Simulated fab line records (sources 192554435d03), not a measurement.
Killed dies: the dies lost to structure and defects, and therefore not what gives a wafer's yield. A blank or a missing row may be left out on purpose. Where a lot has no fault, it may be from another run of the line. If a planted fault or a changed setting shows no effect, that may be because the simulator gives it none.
Split-lot study	flow n5_finfet	on a route of 1938 steps: 7 lots, 21 wafers read

== THE SPLIT ==
At N5_GATE_CUT_COAT_07 (resist thk 30 nm), the setting spin_rpm was moved away from the recipe's 1500 rpm on 7 of the 21 wafers read, by -6.9% to +9.1%. All remaining wafers had this setting at the recipe value.

== FROM THE SPLIT TO THE READING: what the file shows between them, 7 steps ==
- N5_GATE_CUT_EBR_09
- N5_GATE_CUT_SOFTBAKE_08: time 60 s
- N5_GATE_CUT_EXPOSE_10: exposes mask GATE CUT, target cd 20 nm
- N5_GATE_CUT_PEB_11: peb time 60 s
- N5_GATE_CUT_DEVELOP_12: develop time 30 s
- N5_GATE_CUT_DESCUM_18: chemistry O2, time 7 s
- N5_GATE_CUT_ETCH_28: etches underlayer in N2/H2, target depth 13 nm, time 10.4 s

== THE READING ==
CAR-EUV_of_GATE_CUT_COAT_07.thk_nm (the simulator's own value, which no gauge read), in nm, at N5_GATE_CUT_ETCH_36 (etches SiARC in CF4, target depth 13 nm, time 21.7 s). The file gives no usual value for it. Here, 14 wafers ran the recipe; their average is 6.8 nm with a standard deviation of 0.31 nm.

wafer	tool, chamber at the split	spin_rpm as run, rpm	against the recipe	CAR-EUV_of_GATE_CUT_COAT_07.thk_nm, nm	against lot-mates on the recipe
L074.2	litho_track-02, 0	1500	recipe	6.8	-
L074.3	litho_track-02, 0	1594	+6.3%	5.6	-1.1
L074.5	litho_track-02, 0	1500	recipe	6.6	-
L078.2	litho_track-02, 0	1500	recipe	7	-
L078.4	litho_track-02, 0	1500	recipe	7	-
L078.5	litho_track-02, 0	1500	recipe	7	-
L082.1	litho_track-01, 0	1617	+7.8%	5.4	-1.2
L082.3	litho_track-01, 0	1500	recipe	7	-
L082.5	litho_track-01, 0	1500	recipe	6.2	-
L088.3	litho_track-02, 0	1637	+9.1%	5.6	-1.0
L088.4	litho_track-02, 0	1637	+9.1%	5.8	-0.8
L088.6	litho_track-02, 0	1500	recipe	6.6	-
L094.1	litho_track-01, 0	1500	recipe	7.2	-
L094.5	litho_track-01, 0	1500	recipe	7.2	-
L094.6	litho_track-01, 0	1500	recipe	7	-
L095.1	litho_track-03, 0	1500	recipe	6.8	-
L095.2	litho_track-03, 0	1396	-6.9%	7.6	+0.8
L095.4	litho_track-03, 0	1396	-6.9%	8.2	+1.4
L096.4	litho_track-02, 0	1500	recipe	6.8	-
L096.5	litho_track-02, 0	1500	recipe	6.2	-
L096.6	litho_track-02, 0	1633	+8.9%	5.8	-0.7

THE FIT
A straight line over all 21 wafers: CAR-EUV_of_GATE_CUT_COAT_07.thk_nm changes by -0.143 nm for each +1% of spin_rpm; r = -0.90; the points scatter about the line by 0.31 nm.
The same after taking each lot's own level away (the mean of its wafers on the recipe; 21 wafers): -0.125 nm for each +1%; r = -0.91; scatter 0.26 nm.
On that fit, the largest move of spin_rpm shifts the reading by 1.1 nm.
From 6.50 to 7.13 nm: that is the span of the lots' own levels, equal to 2.1 times the standard deviation above.
Thus the slope moves with the lot-to-lot level: the two fits are different.
Check: -1.13 nm against its lot-mates is what the line predicts for one of the wafers moved furthest among these (+9.1%) when that wafer is left out of the fit. Against them it came out at -1 nm.

== THE WHOLE CHAIN: every reading that the file lists as answering this split, in the file's order ==
step	what it does	reading	change (the file's fit)	r (the file's)
N5_GATE_CUT_COAT_07	resist thk 30 nm	CAR-EUV_of_GATE_CUT_COAT_07.thk_nm (the simulator's own value, which no gauge read)	-0.148 nm for each +1% of the setting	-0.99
N5_GATE_CUT_DEVELOP_12	develop time 30 s	CAR-EUV_of_GATE_CUT_COAT_07.thk_nm (the simulator's own value, which no gauge read)	-0.142 nm for each +1% of the setting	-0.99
N5_GATE_CUT_ETCH_36	etches SiARC in CF4, target depth 13 nm, time 21.7 s	CAR-EUV_of_GATE_CUT_COAT_07.thk_nm (the simulator's own value, which no gauge read)	-0.123 nm for each +1% of the setting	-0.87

== THE FILE'S OWN FIT ==
CAR-EUV_of_GATE_CUT_COAT_07.thk_nm changes by -0.123 nm for each +1% of spin_rpm, r = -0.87.
